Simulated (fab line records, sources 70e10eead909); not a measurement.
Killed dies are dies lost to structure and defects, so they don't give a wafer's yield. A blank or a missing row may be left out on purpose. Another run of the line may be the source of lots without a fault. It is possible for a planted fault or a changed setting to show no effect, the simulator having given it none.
fab line records / flow nand_harc / part 2 of 2: steps 6 to 6 of 6
record lots=9 wafers=27 last_day=33
route steps=1302 shown A_CHANNEL_HOLE_D1@472 A_CHANNEL_FILL_D1@494 A_DECK1_JOINT@518 END@1301
lots untouched by any fault: they come from a run of this same line in which no faults occurred
start_h: the number of hours between the record's first day and the start of the first shown wafer of the lot / wait_h: time in hours since the lot's previous step / " repeats the value in the row above / L1.1+2: a row that stands for several wafers / - no value present, or no start provided / * or withheld: withheld / < > ~ a bound
route shown NAME@n: a module of which the file shows steps, and the number in the route of the first / usual: mean/standard deviation of fault-free wafers / same: alike in all rows / chamber/n: place in a boat / sites: each site's reading / _std_site: how widely they spread, as a standard deviation / _edge_site: mean of outer sites minus mean of inner sites / radius_mm: for every site, how far away it sits from the centre of the wafer / mask NAME#n: copy n / behind: the tool/chamber that last shaped the wafer / hold: cause of the lot's hold/its duration in hours/its outcome / device: which transistor (n, p or np) failed to switch / end of line: at the end of the route, the tests of the same wafers / where a step has no rows: the recipe by itself / killed: count of dies lost to structure and defects at first sort (not the wafer's yield) / map: the dies of a wafer, with x for killed, . for not killed, _ for no die there
set.NAME: the setting as run; set.NAME@STEP: as run at that earlier step / model.NAME: the simulator's own value behind a step, which no gauge read
the route's steps for a sample of lots (tables are steps, rows are wafers)
services: from which hour (start_h, from the record's first day; less than 0 if before it) a tool's chamber was out of use, for how many hours, and why
## steps
# step NHARC_END_SORT_01
# recipe temp_c=25
# usual killed_at_array=52/16 killed_at_other=0.8/0.98 killed_at_periphery=4.2/2.9 killed_dies=57/16 killed_open=3.3/1.9 killed_short=2.5/1.5
# same gross_dies=677
lot.wafer=L353.2 tool=prober-01 chamber=0 start_h=596.23 wait_h=2.8 hold=- killed_at_array=28 killed_at_other=0 killed_at_periphery=8 killed_dies=36 killed_open=3 killed_short=5
lot.wafer=L353.3 tool=prober-01 chamber=0 start_h=597.04 wait_h=3.1 hold=- killed_at_array=57 killed_at_other=0 killed_at_periphery=2 killed_dies=59 killed_open=2 killed_short=2
lot.wafer=L353.4 tool=prober-01 chamber=0 start_h=597.84 wait_h=3.4 hold=- killed_at_array=52 killed_at_other=0 killed_at_periphery=0 killed_dies=52 killed_open=4 killed_short=1
lot.wafer=L358.1 tool=prober-02 chamber=0 start_h=640.08 wait_h=2.5 hold=- killed_at_array=61 killed_at_other=3 killed_at_periphery=3 killed_dies=67 killed_open=3 killed_short=3
lot.wafer=L358.2 tool=prober-02 chamber=0 start_h=640.88 wait_h=2.8 hold=- killed_at_array=62 killed_at_other=4 killed_at_periphery=3 killed_dies=69 killed_open=1 killed_short=2
lot.wafer=L358.6 tool=prober-02 chamber=0 start_h=644.05 wait_h=4.0 hold=- killed_at_array=50 killed_at_other=4 killed_at_periphery=1 killed_dies=55 killed_open=5 killed_short=1
lot.wafer=L361.1 tool=prober-01 chamber=0 start_h=667.86 wait_h=2.5 hold=- killed_at_array=37 killed_at_other=1 killed_at_periphery=5 killed_dies=43 killed_open=6 killed_short=4
lot.wafer=L361.2 tool=prober-01 chamber=0 start_h=668.66 wait_h=2.8 hold=- killed_at_array=46 killed_at_other=0 killed_at_periphery=1 killed_dies=47 killed_open=4 killed_short=3
lot.wafer=L361.5 tool=prober-01 chamber=0 start_h=671.08 wait_h=3.7 hold=- killed_at_array=31 killed_at_other=0 killed_at_periphery=2 killed_dies=33 killed_open=5 killed_short=1
lot.wafer=L360.1 tool=prober-02 chamber=0 start_h=671.10 wait_h=2.5 hold=- killed_at_array=72 killed_at_other=1 killed_at_periphery=10 killed_dies=83 killed_open=5 killed_short=4
lot.wafer=L360.4 tool=prober-02 chamber=0 start_h=673.50 wait_h=3.4 hold=- killed_at_array=54 killed_at_other=2 killed_at_periphery=6 killed_dies=62 killed_open=0 killed_short=2
lot.wafer=L360.6 tool=prober-02 chamber=0 start_h=675.09 wait_h=4.0 hold=- killed_at_array=59 killed_at_other=1 killed_at_periphery=13 killed_dies=73 killed_open=7 killed_short=5
lot.wafer=L364.1 tool=prober-02 chamber=0 start_h=694.30 wait_h=2.5 hold=- killed_at_array=58 killed_at_other=2 killed_at_periphery=4 killed_dies=64 killed_open=2 killed_short=7
lot.wafer=L364.4 tool=prober-02 chamber=0 start_h=696.69 wait_h=3.4 hold=- killed_at_array=64 killed_at_other=1 killed_at_periphery=6 killed_dies=71 killed_open=3 killed_short=3
lot.wafer=L364.5 tool=prober-02 chamber=0 start_h=697.48 wait_h=3.7 hold=- killed_at_array=58 killed_at_other=3 killed_at_periphery=1 killed_dies=62 killed_open=1 killed_short=0
lot.wafer=L368.1 tool=prober-01 chamber=0 start_h=764.25 wait_h=7.5 hold=await_dispo/4.9h/release killed_at_array=36 killed_at_other=1 killed_at_periphery=7 killed_dies=44 killed_open=1 killed_short=4
lot.wafer=L368.2 tool=prober-01 chamber=0 start_h=765.06 wait_h=7.8 hold=await_dispo/4.9h/release killed_at_array=48 killed_at_other=1 killed_at_periphery=6 killed_dies=55 killed_open=2 killed_short=2
lot.wafer=L368.4 tool=prober-01 chamber=0 start_h=766.68 wait_h=8.4 hold=await_dispo/4.9h/release killed_at_array=58 killed_at_other=0 killed_at_periphery=4 killed_dies=62 killed_open=2 killed_short=0
lot.wafer=L369.1 tool=prober-01 chamber=0 start_h=772.70 wait_h=5.4 hold=await_dispo/2.9h/release killed_at_array=53 killed_at_other=1 killed_at_periphery=3 killed_dies=57 killed_open=3 killed_short=1
lot.wafer=L369.2 tool=prober-01 chamber=0 start_h=773.52 wait_h=5.8 hold=await_dispo/2.9h/release killed_at_array=52 killed_at_other=1 killed_at_periphery=3 killed_dies=56 killed_open=2 killed_short=0
lot.wafer=L369.5 tool=prober-01 chamber=0 start_h=775.98 wait_h=6.7 hold=await_dispo/2.9h/release killed_at_array=30 killed_at_other=0 killed_at_periphery=8 killed_dies=38 killed_open=4 killed_short=3
lot.wafer=L371.2 tool=prober-02 chamber=0 start_h=791.76 wait_h=5.7 hold=await_dispo/2.9h/release killed_at_array=31 killed_at_other=3 killed_at_periphery=2 killed_dies=36 killed_open=3 killed_short=0
lot.wafer=L371.3 tool=prober-02 chamber=0 start_h=792.56 wait_h=6.0 hold=await_dispo/2.9h/release killed_at_array=37 killed_at_other=1 killed_at_periphery=1 killed_dies=39 killed_open=3 killed_short=4
lot.wafer=L371.5 tool=prober-02 chamber=0 start_h=794.17 wait_h=6.6 hold=await_dispo/2.9h/release killed_at_array=38 killed_at_other=1 killed_at_periphery=4 killed_dies=43 killed_open=4 killed_short=4
lot.wafer=L372.1 tool=prober-01 chamber=0 start_h=795.41 wait_h=2.5 hold=- killed_at_array=67 killed_at_other=0 killed_at_periphery=7 killed_dies=74 killed_open=4 killed_short=5
lot.wafer=L372.2 tool=prober-01 chamber=0 start_h=796.22 wait_h=2.8 hold=- killed_at_array=56 killed_at_other=0 killed_at_periphery=7 killed_dies=63 killed_open=3 killed_short=4
lot.wafer=L372.3 tool=prober-01 chamber=0 start_h=797.03 wait_h=3.1 hold=- killed_at_array=52 killed_at_other=0 killed_at_periphery=8 killed_dies=60 killed_open=6 killed_short=5
# killed by level:class
L353.2 A_CHANNEL_HOLE_D2:chamber_film_flake=15 A_CHANNEL_HOLE_D1:chamber_film_flake=6 P_GATE:chamber_film_flake=3 A_M1:chamber_film_flake=2 P_CONTACT:geometric_particle:open=1 P_M0:geometric_particle:short=1 P_M0:geometric_particle:open=1 P_BONDPAD:geometric_particle:open=1
L353.3 A_CHANNEL_HOLE_D1:chamber_film_flake=26 A_CHANNEL_HOLE_D2:chamber_film_flake=14 A_CHANNEL_FILL_D1:chamber_film_flake=3 A_M1:chamber_film_flake=3 P_GATE:chamber_film_flake=2 A_DECK1_JOINT:chamber_film_flake=2 A_CONTACT:chamber_film_flake=2 A_DECK1_JOINT:geometric_particle:open=1
L353.4 A_CHANNEL_HOLE_D2:chamber_film_flake=26 A_CHANNEL_HOLE_D1:chamber_film_flake=15 A_CHANNEL_FILL_D1:chamber_film_flake=3 A_M0:geometric_particle:open=2 A_CONTACT:chamber_film_flake=2 A_CHANNEL_FILL_D2:geometric_particle:open=1 A_WL_FILL:geometric_particle:short=1 A_BLC:geometric_particle:open=1
L358.1 A_CHANNEL_HOLE_D2:chamber_film_flake=22 A_CHANNEL_HOLE_D1:chamber_film_flake=20 A_CHANNEL_FILL_D1:chamber_film_flake=3 A_STAIRCASE:chamber_film_flake=3 A_CONTACT:chamber_film_flake=3 THIN_TSV:chamber_film_flake=3 A_WL_FILL:chamber_film_flake=2 A_SGD_CUT:chamber_film_flake=2
L358.2 A_CHANNEL_HOLE_D1:chamber_film_flake=27 A_CHANNEL_HOLE_D2:chamber_film_flake=16 A_CHANNEL_FILL_D1:chamber_film_flake=4 A_WL_FILL:chamber_film_flake=4 THIN_TSV:chamber_film_flake=4 A_STAIRCASE:chamber_film_flake=3 P_ZERO_WELL:chamber_film_flake=2 A_SLIT:chamber_film_flake=2
L358.6 A_CHANNEL_HOLE_D1:chamber_film_flake=19 A_CHANNEL_HOLE_D2:chamber_film_flake=16 A_STAIRCASE:chamber_film_flake=4 A_CHANNEL_FILL_D1:chamber_film_flake=3 THIN_TSV:chamber_film_flake=3 A_CONTACT:chamber_film_flake=2 P_CONTACT:geometric_particle:open=1 A_ONON_D1:geometric_particle:open=1
L361.1 A_CHANNEL_HOLE_D1:chamber_film_flake=21 A_CHANNEL_FILL_D2:chamber_film_flake=3 P_M0:geometric_particle:open=2 A_CHANNEL_FILL_D1:geometric_particle:short=2 A_STAIRCASE:chamber_film_flake=2 A_CONTACT:chamber_film_flake=2 A_BLC:chamber_film_flake=2 P_GATE:geometric_particle:short=1
L361.2 A_CHANNEL_HOLE_D1:chamber_film_flake=32 A_ONON_D2:geometric_particle:open=2 A_STAIRCASE:chamber_film_flake=2 A_BLC:chamber_film_flake=2 A_SOURCE_PLATE:geometric_particle:open=1 A_SOURCE_PLATE:geometric_particle:short=1 A_CHANNEL_FILL_D1:geometric_particle:short=1 A_WL_FILL:geometric_particle:short=1
L361.5 A_CHANNEL_HOLE_D1:chamber_film_flake=16 A_CHANNEL_FILL_D1:chamber_film_flake=3 A_BLC:chamber_film_flake=3 A_STAIRCASE:chamber_film_flake=2 P_M1:geometric_particle:open=1 A_CHANNEL_FILL_D1:geometric_particle:open=1 A_WL_FILL:geometric_particle:open=1 A_WL_FILL:geometric_particle:short=1
L360.1 A_SLIT:chamber_film_flake=39 A_CHANNEL_HOLE_D2:chamber_film_flake=13 P_BONDPAD:chamber_film_flake=7 A_CONTACT:chamber_film_flake=4 A_CHANNEL_FILL_D1:geometric_particle:short=3 P_STI:chamber_film_flake=3 A_ONON_D2:geometric_particle:open=2 A_CHANNEL_HOLE_D1:chamber_film_flake=2
L360.4 A_SLIT:chamber_film_flake=20 A_CHANNEL_HOLE_D2:chamber_film_flake=20 P_STI:chamber_film_flake=5 A_CHANNEL_HOLE_D1:chamber_film_flake=4 A_CONTACT:chamber_film_flake=3 A_BLC:chamber_film_flake=2 THIN_TSV:chamber_film_flake=2 A_SOURCE_PLATE:geometric_particle:short=1
L360.6 A_SLIT:chamber_film_flake=34 P_STI:chamber_film_flake=8 A_CHANNEL_HOLE_D2:chamber_film_flake=8 A_SOURCE_PLATE:geometric_particle:open=2 A_STAIRCASE:chamber_film_flake=2 P_M0:geometric_particle:open=1 P_M1:geometric_particle:open=1 A_ONON_D1:geometric_particle:open=1
L364.1 A_SLIT:chamber_film_flake=25 A_CHANNEL_HOLE_D1:chamber_film_flake=10 A_CONTACT:chamber_film_flake=6 A_STAIRCASE:chamber_film_flake=3 A_WL_FILL:geometric_particle:short=2 P_GATE:chamber_film_flake=2 P_BONDPAD:chamber_film_flake=2 A_ZERO_WELL:chamber_film_flake=2
L364.4 A_SLIT:chamber_film_flake=40 A_STAIRCASE:chamber_film_flake=6 A_CHANNEL_HOLE_D1:chamber_film_flake=5 A_CONTACT:chamber_film_flake=4 P_ZERO_WELL:chamber_film_flake=3 A_ZERO_WELL:chamber_film_flake=3 A_DECK1_JOINT:chamber_film_flake=2 P_STI:geometric_particle:short=1
L364.5 A_SLIT:chamber_film_flake=39 A_CHANNEL_HOLE_D1:chamber_film_flake=7 A_CONTACT:chamber_film_flake=5 A_STAIRCASE:chamber_film_flake=4 THIN_TSV:chamber_film_flake=3 A_WL_FILL:geometric_particle:open=1 P_BONDPAD:chamber_film_flake=1 A_CHANNEL_HOLE_D2:chamber_film_flake=1
L368.1 A_CHANNEL_HOLE_D2:chamber_film_flake=17 A_CHANNEL_HOLE_D1:chamber_film_flake=6 P_GATE:chamber_film_flake=4 A_SLIT:chamber_film_flake=4 A_WL_FILL:chamber_film_flake=3 P_STI:chamber_film_flake=2 P_M1:geometric_particle:short=1 A_CHANNEL_HOLE_D1:geometric_particle:open=1
L368.2 A_CHANNEL_HOLE_D2:chamber_film_flake=29 A_SLIT:chamber_film_flake=7 A_CHANNEL_HOLE_D1:chamber_film_flake=6 P_STI:chamber_film_flake=2 P_GATE:chamber_film_flake=2 A_WL_FILL:chamber_film_flake=2 A_CONTACT:chamber_film_flake=2 P_M0:geometric_particle:open=1
L368.4 A_CHANNEL_HOLE_D2:chamber_film_flake=30 A_CHANNEL_HOLE_D1:chamber_film_flake=11 P_GATE:chamber_film_flake=4 A_SLIT:chamber_film_flake=4 A_WL_FILL:chamber_film_flake=4 A_CONTACT:chamber_film_flake=4 A_STAIRCASE:chamber_film_flake=2 A_ONON_D1:geometric_particle:open=1
L369.1 A_SLIT:chamber_film_flake=27 A_CHANNEL_HOLE_D1:chamber_film_flake=17 P_GATE:chamber_film_flake=3 A_DECK1_JOINT:chamber_film_flake=2 A_DECK1_JOINT:geometric_particle:open=1 A_M0:geometric_particle:open=1 A_M0:geometric_particle:short=1 A_M1:geometric_particle:open=1
L369.2 A_SLIT:chamber_film_flake=34 A_CHANNEL_HOLE_D1:chamber_film_flake=10 A_CONTACT:chamber_film_flake=4 P_GATE:chamber_film_flake=2 A_STAIRCASE:chamber_film_flake=2 P_GATE:geometric_particle:open=1 A_CHANNEL_FILL_D2:geometric_particle:open=1 A_DECK1_JOINT:chamber_film_flake=1
L369.5 A_SLIT:chamber_film_flake=18 A_CHANNEL_HOLE_D1:chamber_film_flake=6 P_GATE:chamber_film_flake=3 P_GATE:geometric_particle:short=2 A_STAIRCASE:chamber_film_flake=2 A_CONTACT:chamber_film_flake=2 P_GATE:geometric_particle:open=1 P_CONTACT:geometric_particle:open=1
L371.2 A_SLIT:chamber_film_flake=19 A_CONTACT:chamber_film_flake=3 THIN_TSV:chamber_film_flake=3 A_CHANNEL_FILL_D1:chamber_film_flake=2 A_CHANNEL_FILL_D2:chamber_film_flake=2 P_GATE:geometric_particle:open=1 P_M0:geometric_particle:open=1 A_WL_FILL:geometric_particle:open=1
L371.3 A_SLIT:chamber_film_flake=23 A_CONTACT:chamber_film_flake=3 A_WL_FILL:geometric_particle:short=2 A_CHANNEL_FILL_D1:chamber_film_flake=2 A_CHANNEL_FILL_D1:geometric_particle:open=1 A_DECK1_JOINT:geometric_particle:short=1 A_CHANNEL_FILL_D2:geometric_particle:short=1 A_CHANNEL_FILL_D2:geometric_particle:open=1
L371.5 A_SLIT:chamber_film_flake=16 A_CONTACT:chamber_film_flake=9 A_CHANNEL_FILL_D1:chamber_film_flake=3 A_DECK1_JOINT:chamber_film_flake=2 A_BONDPAD:chamber_film_flake=2 P_CONTACT:geometric_particle:open=1 P_M0:geometric_particle:open=1 P_M2:geometric_particle:open=1
L372.1 A_SLIT:chamber_film_flake=35 A_CHANNEL_HOLE_D1:chamber_film_flake=16 P_ZERO_WELL:chamber_film_flake=4 A_STAIRCASE:chamber_film_flake=4 A_CONTACT:chamber_film_flake=3 A_CHANNEL_FILL_D2:geometric_particle:short=2 P_CONTACT:geometric_particle:open=1 P_M0:geometric_particle:open=1
L372.2 A_SLIT:chamber_film_flake=25 A_CHANNEL_HOLE_D1:chamber_film_flake=15 A_CONTACT:chamber_film_flake=6 P_ZERO_WELL:chamber_film_flake=4 A_STAIRCASE:chamber_film_flake=3 P_M0:geometric_particle:short=2 A_WL_FILL:chamber_film_flake=2 P_CONTACT:geometric_particle:open=1
L372.3 A_SLIT:chamber_film_flake=22 A_CHANNEL_HOLE_D1:chamber_film_flake=13 P_ZERO_WELL:chamber_film_flake=5 A_CONTACT:chamber_film_flake=4 A_CHANNEL_FILL_D1:geometric_particle:open=2 A_CHANNEL_FILL_D2:geometric_particle:short=2 A_WL_FILL:chamber_film_flake=2 P_M0:geometric_particle:open=1
## services
tool=lpcvd_poly-02 chamber=- start_h=206.00 hours=26.0 kind=pm
tool=rie_si-01 chamber=3 start_h=220.03 hours=3.4 kind=repair
tool=rie_si-03 chamber=- start_h=238.48 hours=0.2 kind=repair
tool=rie_si-03 chamber=- start_h=241.94 hours=0.7 kind=repair
tool=ald_hk-04 chamber=- start_h=254.65 hours=10.0 kind=pm
tool=rie_si-03 chamber=- start_h=266.98 hours=9.0 kind=pm
tool=rie_si-01 chamber=- start_h=274.84 hours=66.8 kind=repair
tool=rie_si-04 chamber=1 start_h=280.62 hours=3.4 kind=repair
tool=rie_si-03 chamber=2 start_h=285.17 hours=33.1 kind=repair
tool=rie_si-03 chamber=3 start_h=309.40 hours=6.4 kind=repair
tool=rie_si-04 chamber=- start_h=342.00 hours=9.0 kind=pm
tool=ald_hk-02 chamber=- start_h=348.11 hours=10.0 kind=pm
tool=rie_si-01 chamber=3 start_h=359.35 hours=6.6 kind=repair
tool=rie_si-03 chamber=1 start_h=366.61 hours=17.1 kind=repair
tool=rie_si-01 chamber=- start_h=370.00 hours=9.0 kind=pm
tool=har_etch-02 chamber=- start_h=379.55 hours=17.0 kind=pm
tool=rie_si-04 chamber=1 start_h=410.39 hours=10.1 kind=repair
tool=rie_si-04 chamber=2 start_h=431.46 hours=7.9 kind=repair
tool=ald_hk-02 chamber=- start_h=431.84 hours=0.9 kind=repair
tool=ald_hk-04 chamber=- start_h=432.65 hours=10.0 kind=pm
tool=rie_si-03 chamber=- start_h=443.98 hours=9.0 kind=pm
tool=rie_si-04 chamber=1 start_h=444.39 hours=5.5 kind=repair
tool=rie_si-04 chamber=0 start_h=449.65 hours=8.3 kind=repair
tool=rie_si-04 chamber=2 start_h=450.05 hours=6.8 kind=repair
## key
first_sign step=NHARC_A_CHANNEL_FILL_D1_CVD_05 reading=spike_tc_centre_C direction=up sigmas=9.3 usual=550.4 struck=563.8
effect step=NHARC_A_CHANNEL_FILL_D1_CVD_05 reading=spike_tc_upper_C direction=up sigmas=8.7 usual=549.8 struck=562.1
effect step=NHARC_END_WLT_00 reading=VT_DECK1_TOP_INNER direction=up sigmas=12 usual=0.896 struck=0.971
effect step=NHARC_END_SORT_01 reading=hold direction=added
met_at NHARC_A_CHANNEL_FILL_D1_CVD_05
struck_lots L368,L369,L371
tester_left_out L368,L369,L371
not_acting_at NHARC_A_CHANNEL_HOLE_D1_ETCH_20,NHARC_A_CHANNEL_FILL_D1_ALD_14,NHARC_A_DECK1_JOINT_ETCHBACK_07
onset_between 325.33 401.49
fault kind=process_parameter_drift tool=lpcvd_poly-01 chamber=- onset_h=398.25 steps=NHARC_A_CHANNEL_FILL_D1_CVD_05 channel=temp_c offset=* shape=step end_h=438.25 acts_in=* stated=*
# tester_left_out: of these lots the tester's yield and bins aren't shown, on N5 and GAA mostly nor the transistor test; their killed dies are dies lost to structure and defects alone, not to doping, threshold or leakage, so they don't give the yield
